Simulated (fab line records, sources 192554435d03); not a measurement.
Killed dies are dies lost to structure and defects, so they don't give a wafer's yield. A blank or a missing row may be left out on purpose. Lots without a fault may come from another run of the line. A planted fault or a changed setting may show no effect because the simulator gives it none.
Which tool did it? | flow n5_finfet | 24 lots, 72 wafers sampled, at 6 steps of a route of 1938

WHAT THE GAUGES READ, wafer by wafer
N5_BEOL_M3_CD_MEAS_35: target cd 18 nm, target cd y 21 nm. Usual: cd_nm 17.9 nm, standard deviation 0.32.
lot  | measured     | on        | cd_nm (nm)     | flag
L074 | day 6 22:23  | cd_sem-02 | 17.6 17.4 18.0 |
L075 | day 7 14:49  | cd_sem-02 | 18.5 17.7 18.9 |
L077 | day 7 17:51  | cd_sem-01 | 18.1 18.4 18.0 |
L076 | day 8 03:53  | cd_sem-01 | 17.6 17.8 18.4 |
L078 | day 8 05:34  | cd_sem-01 | 18.2 18.1 17.8 |
L079 | day 8 06:46  | cd_sem-01 | 18.2 17.8 17.5 |
L080 | day 8 09:02  | cd_sem-03 | 18.0 17.9 17.6 |
L081 | day 9 22:24  | cd_sem-01 | 17.9 18.1 18.2 |
L084 | day 9 22:20  | cd_sem-01 | 17.9 17.9 18.2 |
L083 | day 10 02:25 | cd_sem-03 | 17.9 18.8 18.0 |
L082 | day 10 02:43 | cd_sem-03 | 17.8 17.4 18.1 |
L085 | day 10 05:11 | cd_sem-03 | 17.8 18.0 17.7 |
L086 | day 10 10:45 | cd_sem-01 | 18.2 18.2 17.7 |
L087 | day 10 17:07 | cd_sem-01 | 17.8 18.2 17.7 |
L088 | day 10 21:07 | cd_sem-03 | 17.5 17.8 17.9 |
L089 | day 11 07:11 | cd_sem-01 | 18.1 18.8 18.4 |
L090 | day 11 15:12 | cd_sem-03 | 17.5 17.9 17.9 |
L092 | day 12 01:08 | cd_sem-01 | 17.5 17.8 17.9 |
L091 | day 12 06:13 | cd_sem-03 | 17.5 17.4 17.1 |
L093 | day 12 06:17 | cd_sem-01 | 17.9 17.8 17.8 |
L094 | day 12 09:14 | cd_sem-01 | 17.9 18.5 17.7 |
L095 | day 12 19:15 | cd_sem-03 | 17.3 18.2 17.7 |
L096 | day 12 21:44 | cd_sem-03 | 18.0 17.9 18.3 |
L097 | day 13 01:45 | cd_sem-01 | 17.5 17.4 18.1 |

N5_BEOL_M3_RS_MEAS_58: measures by four-point-probe. Usual: M3_RS 0.661 ohm/sq, standard deviation 0.029.
lot  | measured     | on            | M3_RS (ohm/sq)    | flag
L074 | day 7 02:01  | film_metro-02 | 0.682 0.705 0.636 |
L075 | day 7 18:17  | film_metro-02 | 0.632 0.595 0.636 |
L077 | day 7 22:20  | film_metro-01 | 0.684 0.626 0.641 |
L076 | day 8 08:20  | film_metro-01 | 0.713 0.689 0.670 |
L078 | day 8 09:48  | film_metro-01 | 0.675 0.664 0.684 |
L079 | day 8 11:08  | film_metro-01 | 0.720 0.713 0.684 |
L080 | day 8 12:29  | film_metro-01 | 0.673 0.651 0.604 |
L081 | day 10 02:17 | film_metro-01 | 0.651 0.641 0.674 |
L084 | day 10 03:17 | film_metro-02 | 0.633 0.628 0.644 |
L083 | day 10 06:29 | film_metro-02 | 0.700 0.665 0.658 |
L082 | day 10 07:42 | film_metro-02 | 0.705 0.674 0.661 |
L085 | day 10 09:05 | film_metro-02 | 0.655 0.636 0.645 |
L086 | day 10 14:15 | film_metro-02 | 0.679 0.665 0.665 |
L087 | day 10 21:03 | film_metro-01 | 0.659 0.691 0.685 |
L088 | day 11 01:05 | film_metro-02 | 0.677 0.643 0.632 |
L089 | day 11 11:05 | film_metro-02 | 0.687 0.690 0.647 |
L090 | day 11 19:17 | film_metro-02 | 0.666 0.694 0.660 |
L092 | day 12 06:53 | film_metro-02 | 0.640 0.614 0.593 |
L091 | day 12 10:04 | film_metro-02 | 0.662 0.678 0.669 |
L093 | day 12 10:16 | film_metro-02 | 0.659 0.636 0.660 |
L094 | day 12 13:14 | film_metro-01 | 0.638 0.689 0.647 |
L095 | day 13 00:03 | film_metro-02 | 0.718 0.705 0.656 |
L096 | day 13 01:53 | film_metro-02 | 0.701 0.704 0.662 |
L097 | day 13 05:55 | film_metro-01 | 0.686 0.640 0.609 |

WHICH TOOL RAN EACH LOT (tool, then ch and the chambers of the sampled wafers, then the start)
lot  | N5_BEOL_M3_ETCH_69                 | N5_BEOL_M3_SURFACE_TREAT_85  | N5_BEOL_M3_ANNEAL_87         | N5_BEOL_M3_CO_CAP_55
L074 | rie_diel-05 ch 2,3, day 6 21:23    | pvd_sputter-01, day 6 22:58  | pvd_sputter-03, day 6 23:56  | cvd_co-01 ch 0,2, day 7 01:49
L075 | rie_diel-06 ch 1,2, day 7 12:20    | pvd_sputter-01, day 7 15:14  | pvd_sputter-01, day 7 16:12  | cvd_co-02 ch 0,2, day 7 18:06
L077 | rie_diel-06 ch 2,3, day 7 16:57    | pvd_sputter-03, day 7 18:48  | pvd_sputter-02, day 7 20:15  | cvd_co-02 ch 0,1,2, day 7 22:08
L076 | rie_diel-06 ch 1,3, day 8 03:00    | pvd_sputter-01, day 8 04:26  | pvd_sputter-01, day 8 05:32  | cvd_co-02 ch 1,2, day 8 08:08
L078 | rie_diel-06 ch 0,1,2, day 8 04:22  | pvd_sputter-03, day 8 06:08  | pvd_sputter-03, day 8 07:10  | cvd_co-02 ch 0,1,2, day 8 09:36
L079 | rie_diel-05 ch 1,2, day 8 06:00    | pvd_sputter-02, day 8 07:08  | pvd_sputter-01, day 8 08:06  | cvd_co-01 ch 0,2, day 8 10:56
L080 | rie_diel-06 ch 1,2,3, day 8 08:06  | pvd_sputter-03, day 8 09:27  | pvd_sputter-03, day 8 10:25  | cvd_co-02 ch 0,2, day 8 12:19
L081 | rie_diel-02 ch 0,1,3, day 9 20:17  | pvd_sputter-01, day 9 23:09  | pvd_sputter-01, day 10 00:11 | cvd_co-02 ch 0,1, day 10 02:04
L084 | rie_diel-02 ch 0,3, day 9 20:28    | pvd_sputter-01, day 9 23:11  | pvd_sputter-02, day 10 01:03 | cvd_co-01 ch 0,1,2, day 10 03:05
L083 | rie_diel-05 ch 0,1, day 10 00:04   | pvd_sputter-02, day 10 03:06 | pvd_sputter-02, day 10 04:24 | cvd_co-02 ch 0,2, day 10 06:18
L082 | rie_diel-06 ch 1,2,3, day 10 00:15 | pvd_sputter-02, day 10 03:18 | pvd_sputter-03, day 10 05:31 | cvd_co-01 ch 0,1,2, day 10 07:29
L085 | rie_diel-06 ch 1,2, day 10 03:28   | pvd_sputter-01, day 10 06:01 | pvd_sputter-01, day 10 07:00 | cvd_co-02 ch 1,2, day 10 08:53
L086 | rie_diel-02 ch 1,3, day 10 10:00   | pvd_sputter-03, day 10 11:07 | pvd_sputter-03, day 10 12:10 | cvd_co-02 ch 0,1, day 10 14:04
L087 | rie_diel-05 ch 1,2,3, day 10 15:02 | pvd_sputter-01, day 10 17:46 | pvd_sputter-01, day 10 18:59 | cvd_co-02 ch 1,2, day 10 20:52
L088 | rie_diel-02 ch 2,3, day 10 15:41   | pvd_sputter-01, day 10 21:47 | pvd_sputter-01, day 10 23:01 | cvd_co-01 ch 0,1,2, day 11 00:54
L089 | rie_diel-02 ch 1,2,3, day 10 21:55 | pvd_sputter-01, day 11 07:40 | pvd_sputter-02, day 11 08:44 | cvd_co-02 ch 0,1,2, day 11 10:53
L090 | rie_diel-02 ch 0,2,3, day 11 13:48 | pvd_sputter-01, day 11 16:08 | pvd_sputter-02, day 11 17:12 | cvd_co-01 ch 0,1,2, day 11 19:07
L092 | rie_diel-02 ch 0,2,3, day 11 20:04 | pvd_sputter-03, day 12 01:56 | pvd_sputter-03, day 12 04:48 | cvd_co-02 ch 0,1,2, day 12 06:42
L091 | rie_diel-06 ch 1,2,3, day 11 23:46 | pvd_sputter-03, day 12 06:55 | pvd_sputter-03, day 12 07:55 | cvd_co-02 ch 0,1,2, day 12 09:53
L093 | rie_diel-06 ch 0,3, day 12 02:37   | pvd_sputter-03, day 12 06:58 | pvd_sputter-01, day 12 08:05 | cvd_co-01 ch 0,2, day 12 10:05
L094 | rie_diel-05 ch 0,1, day 12 08:11   | pvd_sputter-01, day 12 10:04 | pvd_sputter-02, day 12 11:05 | cvd_co-02 ch 0,1, day 12 13:02
L095 | rie_diel-02 ch 0,2,3, day 12 15:08 | pvd_sputter-03, day 12 20:43 | pvd_sputter-02, day 12 21:58 | cvd_co-01 ch 0,1,2, day 12 23:52
L096 | rie_diel-05 ch 1,2, day 12 18:25   | pvd_sputter-03, day 12 22:26 | pvd_sputter-02, day 12 23:49 | cvd_co-02 ch 0,1,2, day 13 01:42
L097 | rie_diel-05 ch 0,1,3, day 12 23:02 | pvd_sputter-02, day 13 02:25 | pvd_sputter-03, day 13 03:50 | cvd_co-01 ch 0,2, day 13 05:43
- N5_BEOL_M3_ETCH_69: etches SiARC in CF4, target depth 15.6 nm, time 26 s.
- N5_BEOL_M3_SURFACE_TREAT_85
- N5_BEOL_M3_ANNEAL_87: time 240 s.
- N5_BEOL_M3_CO_CAP_55: material Co, precursor CCTBA/H2, target thk 2 nm, time 102.1 s.

WHAT THE TOOLS THEMSELVES READ (means of the sampled wafers that have a number; where no wafer has one, the mark that the record gives instead)
N5_BEOL_M3_ETCH_69. Usual: drypump_motor_current_A 5.8 A, standard deviation 0.51; etch_rf_on_time_s 25.9 s, standard deviation 0.47; oes_product_au 0.69 a.u., standard deviation 0.065; rf_fwd_power_W 532.8 W, standard deviation 2.5; rf_vpp_V 184.1 V, standard deviation 1.3; showerhead_plenum_p_Torr 2.15 Torr, standard deviation 0.072; throttle_valve_pct 15.61 %, standard deviation 0.23.
lot  | tool        | drypump_motor_current_A (A) | etch_rf_on_time_s (s) | oes_product_au (a.u.) | rf_fwd_power_W (W) | rf_vpp_V (V) | showerhead_plenum_p_Torr (Torr) | throttle_valve_pct (%) | flag
L074 | rie_diel-05 | 5.5                         | 25.8                  | 0.62                  | 532.5              | 183.0        | 2.10                            | 15.91                  |
L075 | rie_diel-06 | 5.8                         | 26.2                  | 0.64                  | 533.0              | 183.1        | 2.09                            | 15.64                  |
L077 | rie_diel-06 | 6.6                         | 26.0                  | 0.70                  | 532.8              | 183.7        | 2.10                            | 15.62                  |
L076 | rie_diel-06 | 6.2                         | 26.2                  | 0.68                  | 531.9              | 183.6        | 2.07                            | 15.58                  |
L078 | rie_diel-06 | 5.9                         | 26.1                  | 0.68                  | 533.4              | 183.1        | 2.13                            | 15.53                  |
L079 | rie_diel-05 | 5.7                         | 25.6                  | 0.64                  | 532.6              | 186.0        | 2.19                            | 15.82                  |
L080 | rie_diel-06 | 6.2                         | 26.2                  | 0.66                  | 532.6              | 182.6        | 2.09                            | 15.63                  |
L081 | rie_diel-02 | 5.7                         | 25.6                  | 0.72                  | 536.1              | 185.3        | 2.22                            | 15.57                  |
L084 | rie_diel-02 | 6.1                         | 25.3                  | 0.78                  | 535.2              | 184.6        | 2.21                            | 15.42                  |
L083 | rie_diel-05 | 5.8                         | 25.9                  | 0.69                  | 531.9              | 185.3        | 2.18                            | 15.59                  |
L082 | rie_diel-06 | 6.2                         | 26.6                  | 0.65                  | 532.7              | 183.5        | 2.09                            | 15.66                  |
L085 | rie_diel-06 | 6.2                         | 26.6                  | 0.64                  | 529.4              | 183.2        | 2.11                            | 15.72                  |
L086 | rie_diel-02 | 6.2                         | 25.5                  | 0.73                  | 534.2              | 185.5        | 2.19                            | 15.41                  |
L087 | rie_diel-05 | 5.6                         | 25.5                  | 0.68                  | 531.7              | 185.0        | 2.20                            | 15.75                  |
L088 | rie_diel-02 | 6.1                         | 26.3                  | 0.73                  | 534.5              | 183.9        | 2.14                            | 15.34                  |
L089 | rie_diel-02 | 5.7                         | 25.9                  | 0.69                  | 532.4              | 183.7        | 2.15                            | 15.49                  |
L090 | rie_diel-02 | 5.6                         | 25.9                  | 0.73                  | 535.8              | 183.1        | 2.17                            | 15.52                  |
L092 | rie_diel-02 | 5.6                         | 25.6                  | 0.73                  | 535.1              | 184.2        | 2.17                            | 15.54                  |
L091 | rie_diel-06 | 6.2                         | 26.2                  | 0.65                  | 531.9              | 183.9        | 2.08                            | 15.70                  |
L093 | rie_diel-06 | 6.3                         | 25.6                  | 0.69                  | 533.8              | 183.6        | 2.10                            | 15.51                  |
L094 | rie_diel-05 | 5.8                         | 25.9                  | 0.67                  | 532.5              | 184.5        | 2.17                            | 15.62                  |
L095 | rie_diel-02 | 5.6                         | 25.7                  | 0.72                  | 534.9              | 184.9        | 2.17                            | 15.54                  |
L096 | rie_diel-05 | 5.7                         | 26.1                  | 0.62                  | 531.9              | 184.5        | 2.18                            | 15.89                  |
L097 | rie_diel-05 | 5.8                         | 25.8                  | 0.72                  | 532.2              | 184.6        | 2.20                            | 15.50                  |

N5_BEOL_M3_ANNEAL_87. Usual: heater_power_w 818 W, standard deviation 61; susceptor_temp_C_max 401.0, standard deviation 0.43.
lot  | tool           | heater_power_w (W) | susceptor_temp_C_max | flag
L074 | pvd_sputter-03 | 800                | 401.2                |
L075 | pvd_sputter-01 | 801                | 401.1                |
L077 | pvd_sputter-02 | 849                | 400.6                |
L076 | pvd_sputter-01 | 757                | 401.2                |
L078 | pvd_sputter-03 | 793                | 400.9                |
L079 | pvd_sputter-01 | 757                | 401.1                |
L080 | pvd_sputter-03 | 813                | 401.2                |
L081 | pvd_sputter-01 | 832                | 401.3                |
L084 | pvd_sputter-02 | 862                | 400.6                |
L083 | pvd_sputter-02 | 835                | 400.6                |
L082 | pvd_sputter-03 | 807                | 401.4                |
L085 | pvd_sputter-01 | 799                | 400.9                |
L086 | pvd_sputter-03 | 845                | 400.9                |
L087 | pvd_sputter-01 | 827                | 401.2                |
L088 | pvd_sputter-01 | 822                | 401.3                |
L089 | pvd_sputter-02 | 854                | 400.9                |
L090 | pvd_sputter-02 | 845                | 400.9                |
L092 | pvd_sputter-03 | 850                | 401.2                |
L091 | pvd_sputter-03 | 740                | 401.0                |
L093 | pvd_sputter-01 | 793                | 401.2                |
L094 | pvd_sputter-02 | 864                | 401.1                |
L095 | pvd_sputter-02 | 853                | 401.1                |
L096 | pvd_sputter-02 | 838                | 400.8                |
L097 | pvd_sputter-03 | 790                | 401.0                |

N5_BEOL_M3_CO_CAP_55. Usual: heater_power_w 219 W, standard deviation 23.
lot  | tool      | heater_power_w (W) | flag
L074 | cvd_co-01 | 203                |
L075 | cvd_co-02 | 234                |
L077 | cvd_co-02 | 226                |
L076 | cvd_co-02 | 218                |
L078 | cvd_co-02 | 226                |
L079 | cvd_co-01 | 197                |
L080 | cvd_co-02 | 242                |
L081 | cvd_co-02 | 212                |
L084 | cvd_co-01 | 207                |
L083 | cvd_co-02 | 236                |
L082 | cvd_co-01 | 211                |
L085 | cvd_co-02 | 207                |
L086 | cvd_co-02 | 233                |
L087 | cvd_co-02 | 205                |
L088 | cvd_co-01 | 210                |
L089 | cvd_co-02 | 225                |
L090 | cvd_co-01 | 210                |
L092 | cvd_co-02 | 224                |
L091 | cvd_co-02 | 223                |
L093 | cvd_co-01 | 206                |
L094 | cvd_co-02 | 216                |
L095 | cvd_co-01 | 208                |
L096 | cvd_co-02 | 223                |
L097 | cvd_co-01 | 195                |

THE ANSWER, worked out from the rows above alone
Rule: a lot is off if the mean of its wafers that have a number lies more than 3 standard deviations from the usual mean. A lot without any number at a reading at which 4 lots or more have one is off too. The other lots that the step has rows for count as sound. The gauges are gone through in route order, then the tools' own readings, and for those a lot's mean is taken as printed above. The first step at which some lot is off is used, and at that step the reading that is off furthest; a lot without a number counts as furthest.
No lot is off at any reading shown: from this, nothing can be told.

WHAT THE SIMULATOR HAD PUT IN
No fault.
